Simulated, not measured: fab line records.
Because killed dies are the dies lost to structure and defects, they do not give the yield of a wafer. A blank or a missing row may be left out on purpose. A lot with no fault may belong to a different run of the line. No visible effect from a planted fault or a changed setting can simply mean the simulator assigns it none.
A lot that was struck, set against a sound lot ; flow nandHarc ; 14 out of 1159 route steps
Sound: the wafers L953.2, L953.4, L953.5. Wafers L961.1, L961.2, L961.5 were the ones struck. Last of all comes the cause.
For every step that has rows: the tool of each side, followed by ch and its chambers, followed by its first start. Under that, the readings that differ: sound wafers ; struck wafers ; difference of the means ; sigmas: that difference in standard deviations of wafers without a fault.
alike: readings whose means differ by less than 2 such deviations, and words and numbers that are the same on both sides. not compared: withheld readings, readings that some wafer has no value for, bounds like >300 that may hide the same value, and numbers for which the record gives no deviation and whose values overlap.
The two part at a step that has a row with sigmas, a row that says differs or no value, or rows on one side only. Numbers that have no deviation but don't overlap get no sigmas and don't part them. Lack of a reading on every wafer of one side parts them only where that side has two or more wafers.

first, 2 steps without rows for these wafers: NHARC_A_SOURCE_PLATE_CVD_03 (deposits poly-Si, target thk 200 nm, time 4000 s); NHARC_A_SOURCE_PLATE_ANNEAL_05 (time 1800 s).
NHARC_A_SOURCE_PLATE_THK_MEAS_06: measures by ellipsometry.
  sound: filmMetro-02 at day 7 19:33; struck: filmMetro-01 at day 9 11:32
  alike: thkNm
NHARC_A_SOURCE_PLATE_INSPECT_08:
  sound: defectInspect-02 at day 7 19:37; struck: defectInspect-01 at day 9 11:36
reading;sound;struck;difference;sigmas
rawDefectCount;20 28 40;64 82 65;+41;+2
next comes 1 step that has no rows for these wafers: NHARC_A_ONON_D1_DEP_00 (target thickness 1000 nm).
NHARC_A_ONON_D1_THK_MEAS_02: measures by ellipsometry.
  sound: filmMetro-02 at day 7 20:12; struck: filmMetro-01 at day 9 12:11
  alike: thkNm
next comes 1 step that has no rows for these wafers: NHARC_A_ONON_D1_DEP_03 (target thickness 1000 nm).
NHARC_A_ONON_D1_THK_MEAS_05: measures by ellipsometry.
  sound: filmMetro-02 at day 7 20:46; struck: filmMetro-02 at day 9 12:44
reading;sound;struck;difference;sigmas
thkNm (nm);982 982 981;1017 1017 1017;+35;+4
next comes 1 step that has no rows for these wafers: NHARC_A_ONON_D1_DEP_06 (target thickness 1000 nm).
NHARC_A_ONON_D1_THK_MEAS_08: measures by ellipsometry.
  sound: filmMetro-01 at day 7 21:20; struck: filmMetro-01 at day 9 13:19
  alike: thkNm
NHARC_A_ONON_D1_DEP_09: target thk 1000 nm.
  sound on pecvdOnon-01 ch 0, day 7 21:26; struck on pecvdOnon-02 ch 0, day 9 13:22
NHARC_A_ONON_D1_THK_MEAS_11: measures by ellipsometry.
  sound: filmMetro-01 at day 7 21:54; struck: filmMetro-02 at day 9 13:53
reading;sound;struck;difference;sigmas
thkNm (nm);974 973 973;1505 1506 1505;+532;+48
next comes 1 step that has no rows for these wafers: NHARC_A_ONON_D1_DEP_12 (target thickness 1000 nm).
-- break in the record here, with 12 days between the starts of the struck wafers on either side (left off in module A_ONON_D1, picked up again in module END, where the first step shown is number 1159 on the route) --
NHARC_END_SORT_01:
  at this point the record logs the struck wafers (prober-01 ch 0, day 21 15:47) and has no rows for the sound ones

== WHERE THEY PART ==
Last at NHARC_END_SORT_01 as far as this record goes, first at NHARC_A_SOURCE_PLATE_INSPECT_08.

WHY: what the simulator had put in
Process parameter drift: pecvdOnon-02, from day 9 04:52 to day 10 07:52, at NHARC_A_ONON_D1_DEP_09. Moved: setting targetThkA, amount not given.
